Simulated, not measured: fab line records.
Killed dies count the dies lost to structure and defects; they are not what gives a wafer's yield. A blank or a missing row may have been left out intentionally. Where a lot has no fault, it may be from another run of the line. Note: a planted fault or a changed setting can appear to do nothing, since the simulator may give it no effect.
Code-filled problem report in 8D (eight disciplines) form | flow nand harc | the parts of the form that need people (team, actions taken, sign-off) are left out

1. WHAT IS WRONG
At NHARC_A_M1_INSPECT_11, raw defect count averages 1402 over 6 wafers from 2 lots, while fault-free wafers read 32, standard deviation 15. That puts it +91 standard deviations away from the usual mean.
The first sign was on wafer L373.1 at day 20 21:50, on defect inspect-02. The record has a number at this step for 30 wafers belonging to 10 lots. Rule for "out", or "out of limits": more than 4 standard deviations from the usual mean. The other wafers with a number count as sound.

2. WHAT IT IS, AND WHAT IT ISN'T
question                    | is                                   | is not
which readings at this step | raw defect count                     | -
which lots                  | L373, L374                           | L363, L364, L365, L366, L367, L379, L380, L382
which wafers of those lots  | all that have a number               | -
read on which gauges        | defect inspect-01, defect inspect-02 | -
when                        | from day 20 21:50                    | up to then (15 sound wafers); but 9 sound wafers of L379, L380, L382 came after

3. SUSPECTS, AND WHAT RULES EACH OUT
Counting: a tool at any process step up to the reading remains a suspect when it ran all the lots that are out and ran no sound lot after the first of those.
- the gauge at NHARC_A_M1_INSPECT_11 is ruled out. Those wafers that are out were read across 2 gauges (defect inspect-01, defect inspect-02).
- pecvd-01 at NHARC_A_M1_DEP_00 (deposits SiOC, target thk 182.5 nm): kept. It ran every lot that is out, first L373 (day 20 20:52), and no sound lot after that; its last sound lot up to then is L364 (day 19 00:25).
Left after counting: pecvd-01 at NHARC_A_M1_DEP_00.

4. THE CAUSE (what the simulator had put in)
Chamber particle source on pecvd-01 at NHARC_A_M1_DEP_00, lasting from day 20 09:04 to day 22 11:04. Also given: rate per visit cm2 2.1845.
This tool alone remained once counting was done.

5. THE EFFECT CHAIN, in route order
Each row: a reading where the mean over the struck wafers with a number is more than 3 standard deviations away from the usual. Only readings whose record carries a usual standard deviation are examined. hours: median over the lots of the time between each lot's start at the first step of this table that gives one and its start at this step. sigmas: the change, counted in usual standard deviations.
hours | step                  | reading              | usual  | on struck wafers | change | sigmas
0     | NHARC_A_M1_INSPECT_11 | raw defect count     | 32     | 1402             | +1370  | +91
37    | NHARC_END_SORT_01     | defect limited yield | 95.1 % | 81.5             | -13.6  | -8.5
37    | NHARC_END_SORT_01     | killed at array      | 29     | 123              | +94    | +8.6
37    | NHARC_END_SORT_01     | killed dies          | 33     | 125              | +92    | +8.4
37    | NHARC_END_SORT_01     | sort_bin_2_pct       | 1.5 %  | 6.8              | +5.3   | +8.1
37    | NHARC_END_SORT_01     | sort_bin_3_pct       | 0.29 % | 6.00             | +5.71  | +25
37    | NHARC_END_SORT_01     | sort n pass          | 644    | 552              | -92    | -8.4
37    | NHARC_END_SORT_01     | sort rim yield pct   | 96.9 % | 88.5             | -8.4   | -3.6
37    | NHARC_END_SORT_01     | sort yield pct       | 95.1 % | 81.5             | -13.6  | -8.5

6. HOW IT WOULD HAVE BEEN CAUGHT EARLIER
The first out-of-limits reading at a measuring or inspecting step in this record came at day 20 21:50, 13 hours after the fault's start at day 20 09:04.
Tool readings at NHARC_A_M1_DEP_00 with a usual standard deviation given in the record: none out on any struck wafer, hence no alarm at a limit of 4 standard deviations on them.
L374, from the lots that are out (2), started NHARC_A_M1_DEP_00 on pecvd-01 later than day 20 21:50. It would have been spared by a hold on the tool at that moment.
